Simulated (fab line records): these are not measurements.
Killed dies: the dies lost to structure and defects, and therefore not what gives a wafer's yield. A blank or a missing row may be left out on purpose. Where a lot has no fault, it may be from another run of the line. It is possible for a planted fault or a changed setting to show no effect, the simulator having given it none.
fab line records    flow nand-harc
record lots=14  wafers=42  last-day=24
route steps=1159 shown THIN_TSV@1121
lots untouched by any fault: they come from a run of this same line in which no faults occurred
start-h: start of the lot's first displayed wafer, in hours after the record's first day    wait-h: time in hours since the lot's previous step    " unchanged from the row above    L1.1+2: a row that stands for several wafers    - no value, or no start given    * or withheld: withheld    < > ~ a bound
route shown NAME@n: a module of which the file shows steps, and the number in the route of the first    usual: mean/standard deviation of fault-free wafers    same: alike in all rows    chamber/n: place in a boat    sites: each site's reading    _std_site: their standard deviation    _edge_site: outer sites' mean less inner sites'    radius-mm: for every site, how far away it sits from the centre of the wafer    mask NAME#n: copy n    behind: the last tool/chamber to shape the wafer    hold: reason for holding the lot/hours on hold/outcome of the hold    device: transistor that didn't switch, given as n, p or np    end of line: tests run on the same wafers once the route is complete    step lacking rows: just its recipe    killed: dies that structure and defects cost at the first sort, which is not the same as the wafer's yield    map: a wafer's dies, marking killed ones x, the rest . and places with no die _
set.NAME: the setting the step ran with; set.NAME@STEP: the setting that earlier step ran with    model.NAME: the simulator's own value behind a step, which no gauge read
the route's steps for a sample of lots (tables are steps, rows are wafers)
services: from which hour (start-h, from the record's first day; less than 0 if before it) a tool's chamber was out of use, for how many hours, and why
## steps
# step NHARC_THIN_TSV_CD_MEAS_16
# usual cd-nm=1000.5/1.5
lot.wafer  tool       chamber  start-h  wait-h  cd-nm
L698.4     cd-sem-02  -        420.28   0.1     998.3
L698.5     "          -        "        "       1000.5
L698.6     "          -        "        "       999.4
L700.1     cd-sem-03  -        427.10   0.1     1004.7
L700.3     "          -        "        "       1002.0
L700.4     "          -        "        "       1002.8
L699.4     cd-sem-03  -        436.13   0.1     999.2
L699.5     "          -        "        "       998.8
L699.6     "          -        "        "       998.6
L702.1     cd-sem-02  -        443.74   0.1     1000.9
L702.2     "          -        "        "       1002.3
L702.5     "          -        "        "       1000.6
L705.2     cd-sem-01  -        467.90   0.1     1001.6
L705.4     "          -        "        "       1004.4
L705.6     "          -        "        "       1002.3
L704.3     cd-sem-02  -        469.25   0.1     999.5
L704.5     "          -        "        "       1001.3
L704.6     "          -        "        "       1000.2
L706.1     cd-sem-02  -        475.77   0.1     999.6
L706.4     "          -        "        "       1001.5
L706.5     "          -        "        "       999.9
L707.1     cd-sem-02  -        476.94   0.1     1001.6
L707.2     "          -        "        "       999.3
L707.5     "          -        "        "       1001.2
L709.1     cd-sem-03  -        485.96   0.1     1001.6
L709.3     "          -        "        "       1002.4
L709.6     "          -        "        "       1003.7
L711.1     cd-sem-02  -        503.29   0.1     1001.1
L711.5     "          -        "        "       1000.0
L711.6     "          -        "        "       1001.0
L710.1     cd-sem-03  -        504.73   0.1     1000.0
L710.2     "          -        "        "       1000.3
L710.6     "          -        "        "       998.9
L716.2     cd-sem-02  -        522.82   0.1     998.8
L716.3     "          -        "        "       1002.4
L716.4     "          -        "        "       999.1
L720.2     cd-sem-01  -        558.61   0.1     1000.2
L720.4     "          -        "        "       1000.3
L720.6     "          -        "        "       999.8
L721.2     cd-sem-03  -        570.55   0.1     1000.9
L721.4     "          -        "        "       999.6
L721.5     "          -        "        "       999.0
# step NHARC_THIN_TSV_CMP_21
# recipe t-overpolish-s=30  target-thk-nm=2000
# usual motor-current-A=12.1/1.1  overpolish-run-s=30.000/0.0086
lot.wafer  tool    chamber  start-h  wait-h  motor-current-A  overpolish-run-s
L698.4     cmp-04  1        423.88   -       12.5             29.998
L698.5     "       2        "        "       11.6             30.000
L698.6     "       3        "        "       10.7             29.997
L700.4     cmp-03  2        430.50   -       10.6             29.999
L700.1     "       3        "        "       13.4             29.979
L700.3     "       1        "        "       13.5             30.005
L699.4     cmp-04  3        439.58   -       10.7             29.999
L699.6     "       2        "        "       11.2             29.994
L699.5     "       3        "        "       10.9             30.003
L702.2     cmp-03  3        447.08   -       12.6             29.997
L702.1     "       0        "        "       13.1             29.993
L702.5     "       3        "        "       13.0             29.996
L705.4     cmp-03  3        471.35   -       13.3             29.998
L705.2     "       1        "        "       13.4             30.003
L705.6     "       2        "        "       10.1             30.001
L704.3     cmp-03  0        472.71   -       12.8             29.989
L704.5     "       0        "        "       12.5             30.010
L704.6     "       1        "        "       13.3             29.992
L706.1     cmp-03  1        479.21   -       13.3             30.001
L706.4     "       2        "        "       10.5             29.982
L706.5     "       0        "        "       12.6             30.004
L707.1     cmp-03  3        480.42   -       12.9             29.997
L707.2     "       0        "        "       11.8             30.004
L707.5     "       1        "        "       13.7             29.999
L709.1     cmp-03  1        489.67   -       13.8             29.988
L709.3     "       2        "        "       10.5             30.004
L709.6     "       0        "        "       12.6             29.990
L711.1     cmp-03  3        506.89   -       12.6             29.991
L711.5     "       0        "        "       12.8             29.999
L711.6     "       1        "        "       13.6             30.003
L710.2     cmp-04  2        508.17   -       11.4             29.986
L710.1     "       3        "        "       10.4             30.003
L710.6     "       2        "        "       11.7             30.009
L716.3     cmp-03  0        526.89   -       13.3             29.992
L716.2     "       1        "        "       13.0             30.000
L716.4     "       2        "        "       10.5             30.018
L720.2     cmp-04  3        562.09   -       11.0             29.989
L720.4     "       0        "        "       12.7             29.989
L720.6     "       3        "        "       11.0             29.999
L721.2     cmp-04  3        574.19   -       10.7             29.997
L721.4     "       2        "        "       11.5             29.984
L721.5     "       0        "        "       12.8             29.996
# step NHARC_THIN_TSV_ETCH_59
# recipe target-depth-a=8800  icp-w=900  bias-w=100  Cl2_flow_sccm=60  bcl3-flow-sccm=30  time-s=138.1  chemistry=Cl2/BCl3
# usual bcl3-flow-sccm=29.99/0.086  bias-w=99.98/0.29  drypump-motor-current-A=5.6/0.43  oes-product-au=1.004/0.0079  run-length-s=159.6/0.53  throttle-valve-pct=22.265/0.0087
lot.wafer  tool          chamber  start-h  wait-h  bcl3-flow-sccm  bias-w  drypump-motor-current-A  oes-product-au  rf-hours-counter-h  run-length-s  throttle-valve-pct
L698.4     rie-metal-03  1        425.65   0.2     30.03           100.11  5.2                      1.018           -                   159.6         22.268
L698.6     "             0        "        "       30.00           99.91   5.4                      1.011           -                   158.7         22.266
L698.5     "             1        "        "       29.97           100.53  5.2                      1.018           -                   159.7         22.266
L700.1     rie-metal-02  1        432.47   0.1     29.87           99.79   4.7                      1.000           1.1                 158.9         22.258
L700.3     "             0        "        "       29.97           99.87   5.6                      1.010           -                   159.7         22.269
L700.4     "             1        "        "       29.85           100.13  4.7                      0.998           -                   158.7         22.263
L699.4     rie-metal-03  0        441.55   0.2     29.99           100.18  5.4                      1.004           -                   158.5         22.262
L699.6     "             1        "        "       29.95           100.07  5.2                      1.021           -                   160.3         22.264
L699.5     "             0        "        "       29.99           100.18  5.4                      0.999           -                   158.5         22.266
L702.2     rie-metal-01  1        448.84   0.1     30.02           99.65   6.1                      1.015           3.2                 159.9         22.268
L702.1     "             0        "        "       30.01           99.81   6.0                      0.997           3.2                 159.9         22.268
L702.5     "             0        "        "       29.97           99.52   6.0                      1.013           -                   159.6         22.264
L705.2     rie-metal-01  0        473.10   0.1     29.91           99.45   6.0                      1.007           3.7                 159.6         22.246
L705.4     "             1        "        "       30.21           99.86   6.1                      1.017           -                   160.1         22.277
L705.6     "             0        "        "       29.87           99.71   6.0                      1.001           -                   160.3         22.265
L704.3     rie-metal-03  1        474.74   0.2     29.98           100.10  5.2                      1.013           -                   160.1         22.254
L704.5     "             0        "        "       30.00           100.28  5.3                      1.000           -                   158.8         22.264
L704.6     "             1        "        "       29.86           100.20  5.1                      1.003           -                   160.2         22.270
L706.1     rie-metal-03  0        481.10   0.1     29.86           99.77   5.4                      1.006           0.3                 158.9         22.265
L706.4     "             0        "        "       29.91           99.99   5.3                      1.004           -                   159.0         22.260
L706.5     "             0        "        "       29.91           99.87   5.4                      1.003           -                   159.0         22.253
L707.2     rie-metal-01  1        482.14   0.1     29.99           100.01  6.1                      1.004           4.1                 160.0         22.275
L707.1     "             0        "        "       29.93           100.23  6.0                      1.007           4.1                 159.7         22.272
L707.5     "             0        "        "       30.07           100.26  6.0                      1.003           -                   159.6         22.279
L709.1     rie-metal-01  1        491.54   0.2     30.05           99.89   6.1                      0.995           4.3                 160.3         22.264
L709.3     "             1        "        "       30.09           99.73   6.1                      0.996           -                   160.0         22.291
L709.6     "             0        "        "       29.98           99.80   6.0                      0.998           -                   159.6         22.268
L711.1     rie-metal-01  0        508.71   0.2     30.03           99.84   6.0                      0.998           5.1                 159.8         22.258
L711.5     "             1        "        "       29.95           99.98   6.0                      1.001           -                   160.2         22.255
L711.6     "             0        "        "       30.00           -       6.0                      1.002           -                   71.5          22.257
L710.1     rie-metal-02  0        510.10   0.1     30.01           99.61   5.6                      0.989           3.2                 159.4         22.256
L710.2     "             1        "        "       30.00           99.62   4.8                      0.994           3.2                 158.8         22.268
L710.6     "             1        "        "       29.88           100.66  4.7                      1.005           -                   159.2         22.262
L716.2     rie-metal-01  0        528.80   0.1     30.20           100.08  6.0                      0.987           0.1                 159.6         22.275
L716.4     "             0        "        "       30.04           -       6.0                      0.984           -                   71.1          22.275
L716.3     "             1        "        "       29.95           99.84   6.0                      0.993           -                   160.3         22.257
L720.2     rie-metal-03  0        564.01   0.1     30.03           99.68   5.3                      1.008           2.9                 158.7         22.249
L720.4     "             0        "        "       29.99           100.54  5.4                      0.998           -                   158.9         22.268
L720.6     "             1        "        "       29.93           99.87   5.2                      1.000           -                   159.6         22.270
L721.2     rie-metal-03  0        575.99   0.1     30.13           99.95   5.4                      1.009           3.1                 158.6         22.251
L721.4     "             0        "        "       30.09           100.06  5.4                      1.018           -                   159.2         22.275
L721.5     "             1        "        "       30.09           100.23  5.2                      1.006           -                   159.9         22.271
# step NHARC_THIN_TSV_STRIP_56
# recipe power-w=1500  temp-c=250  chemistry=O2
# usual drypump-motor-current-A=5.4/0.35  heater-power-w=323/31
lot.wafer  tool             chamber  start-h  wait-h  drypump-motor-current-A  heater-power-w  rf-hours-counter-h
L698.4     plasma-asher-02  1        425.99   0.2     5.8                      329             -
L698.6     "                1        "        "       5.8                      334             -
L698.5     "                0        "        "       5.8                      344             -
L700.1     plasma-asher-02  0        432.79   0.1     5.8                      347             21
L700.3     "                0        "        "       5.8                      337             -
L700.4     "                1        "        "       5.8                      328             -
L699.4     plasma-asher-01  1        441.89   0.2     5.2                      259             -
L699.6     "                1        "        "       5.2                      260             -
L699.5     "                0        "        "       5.0                      346             -
L702.1     plasma-asher-02  1        449.26   0.1     5.8                      332             27
L702.2     "                0        "        "       5.8                      347             27
L702.5     "                1        "        "       5.8                      327             -
L705.2     plasma-asher-01  1        473.51   0.1     5.2                      275             3
L705.4     "                0        "        "       5.0                      350             -
L705.6     "                0        "        "       5.0                      353             -
L704.3     plasma-asher-01  1        475.13   0.2     5.2                      271             -
L704.5     "                0        "        "       5.0                      343             -
L704.6     "                1        "        "       5.2                      272             -
L706.1     plasma-asher-02  1        481.48   0.1     5.8                      336             38
L706.4     "                0        "        "       5.8                      344             -
L706.5     "                0        "        "       5.8                      346             -
L707.2     plasma-asher-01  0        482.50   0.1     5.0                      349             6
L707.1     "                1        "        "       5.2                      279             6
L707.5     "                0        "        "       5.0                      348             -
L709.1     plasma-asher-02  1        492.06   0.3     5.8                      335             41
L709.3     "                0        "        "       5.8                      343             -
L709.6     "                0        "        "       5.8                      341             -
L711.1     plasma-asher-01  1        509.13   0.2     5.2                      275             17
L711.5     "                1        "        "       5.2                      269             -
L711.6     "                0        "        "       5.0                      348             -
L710.2     plasma-asher-01  1        510.47   0.1     5.2                      275             17
L710.1     "                0        "        "       5.0                      344             17
L710.6     "                0        "        "       5.0                      356             -
L716.2     plasma-asher-02  0        529.20   0.1     5.8                      347             53
L716.3     "                1        "        "       5.8                      331             -
L716.4     "                0        "        "       5.8                      346             -
L720.2     plasma-asher-02  1        564.41   0.1     5.8                      345             7
L720.4     "                1        "        "       5.8                      342             -
L720.6     "                0        "        "       5.8                      336             -
L721.2     plasma-asher-02  1        576.31   0.1     5.8                      347             11
L721.4     "                1        "        "       5.8                      346             -
L721.5     "                0        "        "       5.8                      343             -
## services
tool             chamber  start-h  hours  kind
cmp-03           -        439.45   3.4    repair
cmp-03           -        449.30   1.0    repair
cmp-03           -        450.34   4.0    pm
rie-metal-03     -        453.00   9.0    pm
plasma-asher-01  -        453.71   9.0    pm
cmp-03           -        454.34   -      consumable-replace:conditioner
cmp-03           -        454.34   -      consumable-replace:pad
cmp-03           -        461.23   0.5    repair
cmp-04           -        472.46   2.4    repair
cmp-04           -        497.00   4.0    pm
rie-metal-03     0        497.74   2.0    repair
rie-metal-01     -        509.00   9.0    pm
rie-metal-02     0        511.47   12.5   repair
cmp-04           -        534.80   1.8    repair
rie-metal-01     1        537.13   8.3    repair
plasma-asher-02  -        537.17   9.0    pm
plasma-asher-02  0        537.17   9.0    vent-cycle
plasma-asher-02  1        537.17   9.0    vent-cycle
plasma-asher-02  0        546.17   -      clean
cmp-03           -        548.34   4.0    pm
cmp-03           -        552.34   -      consumable-replace:conditioner
cmp-03           -        552.34   -      consumable-replace:pad
rie-metal-02     -        565.03   9.0    pm
rie-metal-01     -        570.28   0.5    repair
## key
first-sign step=NHARC_THIN_TSV_ETCH_59  reading=run-length-s  direction=down  sigmas=99+  usual=*  struck=*
effect none on later readings
met-at NHARC_THIN_TSV_ETCH_59
struck-lots L711,L716
struck-wafers L711.6,L716.4
later-rows-left-out L711.6,L716.4
sort-left-out L711.6,L716.4
not-acting-at NHARC_THIN_TSV_CD_MEAS_16,NHARC_THIN_TSV_CMP_21,NHARC_THIN_TSV_STRIP_56
onset-between 491.54 508.71
fault kind=process-parameter-drift  tool=rie-metal-01  chamber=-  onset-h=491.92  steps=NHARC_THIN_TSV_ETCH_59  channel=time-s  offset=*  shape=step  end-h=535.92  scope=struck-wafers-only  acts-in=*  stated=*
# sort-left-out: the simulated sort isn't trusted on such a fault, so these wafers' sort isn't shown, and their yield isn't known
# later-rows-left-out: the simulator's readings of these wafers behind a module that went badly wrong aren't trusted and aren't shown, but for the sort
